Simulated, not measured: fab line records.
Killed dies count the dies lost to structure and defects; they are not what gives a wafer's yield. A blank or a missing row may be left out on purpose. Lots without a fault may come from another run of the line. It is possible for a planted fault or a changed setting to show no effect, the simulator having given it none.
The tool behind it: which one? ; flow n5_finfet ; 24 lots with 72 wafers sampled at 4 steps, on a route of 1938 steps

WHAT EACH GAUGE READ, for each wafer
N5_BEOL_M3_OVL_MEAS_29.
lot;measured;on;V2_OVL (nm)
L074;day 7 01:26;overlay-02;-0.1 -0.7 0.2
L076;day 7 09:49;overlay-02;-0.3 1.4 0.7
L075;day 7 11:04;overlay-01;0.7 1.1 1.0
L077;day 7 22:09;overlay-02;0.0 -0.3 0.8
L078;day 7 22:26;overlay-01;0.4 -0.8 -0.1
L079;day 8 10:27;overlay-01;-0.4 0.0 -0.7
L080;day 8 16:11;overlay-01;0.4 -0.9 -1.3
L081;day 8 16:19;overlay-02;0.3 -0.8 -0.9
L082;day 9 05:00;overlay-02;-0.6 0.3 0.2
L083;day 9 16:10;overlay-01;0.1 0.3 0.1
L084;day 9 16:43;overlay-01;-1.0 -0.4 -1.0
L085;day 10 01:23;overlay-01;0.6 0.0 0.6
L086;day 10 03:52;overlay-01;0.4 0.4 0.8
L087;day 10 08:28;overlay-01;0.5 0.4 0.9
L088;day 10 09:11;overlay-01;-0.8 0.2 -0.4
L089;day 10 19:27;overlay-02;0.8 0.1 0.3
L091;day 11 02:16;overlay-02;-1.0 0.2 0.9
L090;day 11 15:16;overlay-01;0.0 -0.8 -1.6
L092;day 11 18:19;overlay-02;0.5 0.6 0.8
L093;day 11 23:20;overlay-02;0.6 -0.8 0.9
L094;day 12 01:55;overlay-02;-1.2 -1.5 -0.8
L095;day 12 10:25;overlay-02;0.5 -0.2 -0.3
L096;day 12 11:48;overlay-01;0.3 0.1 0.5
L097;day 12 17:10;overlay-01;0.3 0.7 -1.1

WHAT TOOL EACH LOT RAN ON (gives the tool, then ch and the chambers of the sampled wafers, and finally the start)
lot;N5_BEOL_M2_ANNEAL_51;N5_BEOL_M2_CMP_52;N5_BEOL_M3_ETCH_63
L074;rtp_anneal-01 ch 0, day 6 22:44;cmp-04 ch 0,1,2, day 6 23:05;rie_diel-02 ch 0,1,2, day 7 00:41
L076;rtp_anneal-01 ch 0, day 7 05:50;cmp-02 ch 0,2,3, day 7 06:11;rie_diel-02 ch 1,2,3, day 7 08:57
L075;rtp_anneal-02 ch 0, day 7 07:41;cmp-04 ch 0,2,3, day 7 08:02;rie_diel-05 ch 0,1,3, day 7 09:57
L077;rtp_anneal-02 ch 0, day 7 19:25;cmp-03 ch 1,2, day 7 19:44;rie_diel-02 ch 0,1,3, day 7 21:17
L078;rtp_anneal-01 ch 0, day 7 19:33;cmp-02 ch 0,1,3, day 7 19:54;rie_diel-02 ch 0,1,3, day 7 21:34
L079;rtp_anneal-01 ch 0, day 8 07:55;cmp-03 ch 1,2,3, day 8 08:13;rie_diel-05 ch 1,2,3, day 8 09:44
L080;rtp_anneal-02 ch 0, day 8 11:18;cmp-04 ch 0,1,3, day 8 11:41;rie_diel-05 ch 1,2,3, day 8 15:20
L081;rtp_anneal-02 ch 0, day 8 12:54;cmp-04 ch 0,2,3, day 8 13:14;rie_diel-02 ch 1,2, day 8 15:35
L082;rtp_anneal-02 ch 0, day 9 02:25;cmp-02 ch 0,1,2, day 9 02:50;rie_diel-03 ch 0,1,3, day 9 04:16
L083;rtp_anneal-02 ch 0, day 9 11:24;cmp-02 ch 2,3, day 9 11:42;rie_diel-03 ch 1,3, day 9 15:16
L084;rtp_anneal-01 ch 0, day 9 11:31;cmp-04 ch 1,3, day 9 11:49;rie_diel-05 ch 1,3, day 9 15:41
L085;rtp_anneal-01 ch 0, day 9 21:20;cmp-02 ch 0,2, day 9 21:35;rie_diel-03 ch 0,1, day 10 00:27
L086;rtp_anneal-01 ch 0, day 9 23:58;cmp-04 ch 2,3, day 10 00:13;rie_diel-05 ch 0,1,3, day 10 03:07
L087;rtp_anneal-02 ch 0, day 10 05:33;cmp-04 ch 1,2,3, day 10 05:50;rie_diel-05 ch 0,1, day 10 07:43
L088;rtp_anneal-01 ch 0, day 10 06:01;cmp-03 ch 0,1,2, day 10 06:19;rie_diel-05 ch 0,2,3, day 10 08:26
L089;rtp_anneal-02 ch 0, day 10 16:34;cmp-04 ch 1,3, day 10 16:54;rie_diel-05 ch 0,1, day 10 18:35
L091;rtp_anneal-02 ch 0, day 10 23:13;cmp-03 ch 0,2,3, day 10 23:38;rie_diel-02 ch 0,3, day 11 01:22
L090;rtp_anneal-02 ch 0, day 11 11:38;cmp-03 ch 1,2, day 11 11:58;rie_diel-03 ch 0,3, day 11 14:10
L092;rtp_anneal-01 ch 0, day 11 14:46;cmp-03 ch 0,2,3, day 11 15:04;rie_diel-03 ch 0,1,3, day 11 17:29
L093;rtp_anneal-01 ch 0, day 11 19:56;cmp-04 ch 0,1,2, day 11 20:14;rie_diel-03 ch 0,1,3, day 11 22:16
L094;rtp_anneal-01 ch 0, day 11 20:20;cmp-03 ch 0,1, day 11 20:38;rie_diel-05 ch 1,2,3, day 12 01:04
L095;rtp_anneal-02 ch 0, day 12 06:01;cmp-04 ch 0,1,2, day 12 06:21;rie_diel-02 ch 0,1,2, day 12 09:32
L096;rtp_anneal-02 ch 0, day 12 09:01;cmp-02 ch 0,3, day 12 09:16;rie_diel-02 ch 1,2,3, day 12 10:57
L097;rtp_anneal-02 ch 0, day 12 12:47;cmp-02 ch 0,2, day 12 13:02;rie_diel-05 ch 0,3, day 12 16:05
- N5_BEOL_M2_ANNEAL_51: time 90 s.
- N5_BEOL_M2_CMP_52: polishes, stops on SiOC, t overpolish 6.8 s, target thk 40 nm.
- N5_BEOL_M3_ETCH_63: etches SiARC in CF4, target depth 15.6 nm, time 26 s.

WHAT THE TOOLS THEMSELVES READ (means of the sampled wafers that have a number; where no wafer has one, the mark that the record gives instead)
N5_BEOL_M2_ANNEAL_51.
lot;tool;wafer_temp_C_max
L074;rtp_anneal-01;226.29
L076;rtp_anneal-01;226.18
L075;rtp_anneal-02;225.98
L077;rtp_anneal-02;226.23
L078;rtp_anneal-01;226.25
L079;rtp_anneal-01;226.12
L080;rtp_anneal-02;226.33
L081;rtp_anneal-02;226.49
L082;rtp_anneal-02;226.31
L083;rtp_anneal-02;225.98
L084;rtp_anneal-01;226.23
L085;rtp_anneal-01;226.43
L086;rtp_anneal-01;225.96
L087;rtp_anneal-02;226.45
L088;rtp_anneal-01;226.47
L089;rtp_anneal-02;226.12
L091;rtp_anneal-02;226.19
L090;rtp_anneal-02;226.02
L092;rtp_anneal-01;226.16
L093;rtp_anneal-01;226.12
L094;rtp_anneal-01;226.41
L095;rtp_anneal-02;226.34
L096;rtp_anneal-02;226.19
L097;rtp_anneal-02;226.40

N5_BEOL_M2_CMP_52.
lot;tool;barrier_field_endpoint_s (s);motor_current_A (A);overpolish_run_s (s);slurry_flow_ml_min;time_to_endpoint_s (s)
L074;cmp-04;25.0;5.9;6.795;150.0;64
L076;cmp-02;25.4;5.9;6.793;150.3;66
L075;cmp-04;23.7;6.3;6.798;149.8;63
L077;cmp-03;24.3;6.0;6.798;150.2;60
L078;cmp-02;24.6;6.3;6.802;150.2;60
L079;cmp-03;25.1;6.1;6.794;150.5;65
L080;cmp-04;24.2;5.6;6.801;149.6;63
L081;cmp-04;25.1;6.0;6.798;150.1;63
L082;cmp-02;24.8;6.0;6.802;149.4;62
L083;cmp-02;24.8;6.0;6.796;150.0;63
L084;cmp-04;24.1;5.4;6.806;149.7;60
L085;cmp-02;24.4;5.8;6.795;150.3;64
L086;cmp-04;23.8;6.4;6.801;150.2;58
L087;cmp-04;24.4;6.0;6.806;150.1;60
L088;cmp-03;25.4;5.9;6.810;149.9;66
L089;cmp-04;23.6;5.2;6.800;150.7;60
L091;cmp-03;25.7;6.2;6.801;149.7;70
L090;cmp-03;25.0;5.8;6.797;150.1;67
L092;cmp-03;24.7;6.1;6.794;150.0;64
L093;cmp-04;24.3;6.1;6.799;150.4;62
L094;cmp-03;25.4;5.5;6.793;149.7;66
L095;cmp-04;25.3;5.9;6.782;150.3;62
L096;cmp-02;24.6;6.1;6.801;150.0;62
L097;cmp-02;24.2;5.8;6.805;150.4;63

N5_BEOL_M3_ETCH_63.
lot;tool;drypump_motor_current_A (A);etch_rf_on_time_s (s);mfc_ar_sccm (sccm);oes_product_au (a.u.);rf_vpp_V (V);showerhead_plenum_p_Torr (Torr);throttle_valve_pct (%)
L074;rie_diel-02;5.5;25.6;99.9;0.74;183.9;2.20;15.34
L076;rie_diel-02;5.4;25.9;99.7;0.69;185.2;2.18;15.54
L075;rie_diel-05;5.7;25.6;99.8;0.63;183.2;2.13;15.73
L077;rie_diel-02;5.7;25.6;100.0;0.73;184.9;2.22;15.34
L078;rie_diel-02;5.7;25.9;99.9;0.73;185.0;2.22;15.34
L079;rie_diel-05;5.6;26.3;99.9;0.61;183.6;2.10;15.72
L080;rie_diel-05;5.6;26.2;99.7;0.61;183.0;2.10;15.73
L081;rie_diel-02;5.3;25.6;99.7;0.72;184.6;2.16;15.43
L082;rie_diel-03;5.5;26.0;100.2;0.66;184.7;2.15;15.53
L083;rie_diel-03;5.3;25.9;99.9;0.63;184.2;2.14;15.60
L084;rie_diel-05;5.3;26.3;100.2;0.63;183.9;2.10;15.67
L085;rie_diel-03;5.5;25.7;100.0;0.69;184.5;2.15;15.47
L086;rie_diel-05;5.6;26.0;100.1;0.61;184.0;2.12;15.78
L087;rie_diel-05;6.0;26.2;100.2;0.58;183.2;2.14;15.87
L088;rie_diel-05;6.1;25.8;99.9;0.60;183.7;2.06;15.92
L089;rie_diel-05;5.5;26.4;100.0;0.59;183.8;2.16;15.71
L091;rie_diel-02;5.9;26.3;99.8;0.71;186.9;2.25;15.33
L090;rie_diel-03;5.5;26.0;99.7;0.65;184.4;2.13;15.58
L092;rie_diel-03;5.4;25.9;100.0;0.65;183.7;2.14;15.58
L093;rie_diel-03;5.5;25.9;99.6;0.65;184.5;2.14;15.58
L094;rie_diel-05;5.6;26.3;100.0;0.60;182.4;2.09;15.79
L095;rie_diel-02;5.5;26.0;100.0;0.70;184.5;2.19;15.41
L096;rie_diel-02;5.5;25.7;100.1;0.66;183.9;2.17;15.61
L097;rie_diel-05;5.8;25.4;100.3;0.69;182.9;2.06;15.72

THE ANSWER, worked out from the rows above alone
Rule: the usual values come from the lots themselves. The widest of any qualifying gaps counts: lots, ordered by their means at a reading, are off when they make up no more than a third of the lots, leave a main group of 4 or more, and stand apart from it by 3 or more times the standard deviation of that group's means. A main group is skipped when, at the precision printed for the reading in the tables above, its means are all equal. A lot without any number at a reading at which 4 lots or more have one is off too. Where the step has rows for the other lots, those lots are counted as sound. First the gauges in route order, then the tools' own readings, where a lot's mean is used as printed above. The first step at which some lot is off is used, and at that step the reading that is off furthest; a lot without a number counts as furthest.
Across all readings shown, no lot is off: no conclusion can be drawn from this.

WHAT THE SIMULATOR PUT IN
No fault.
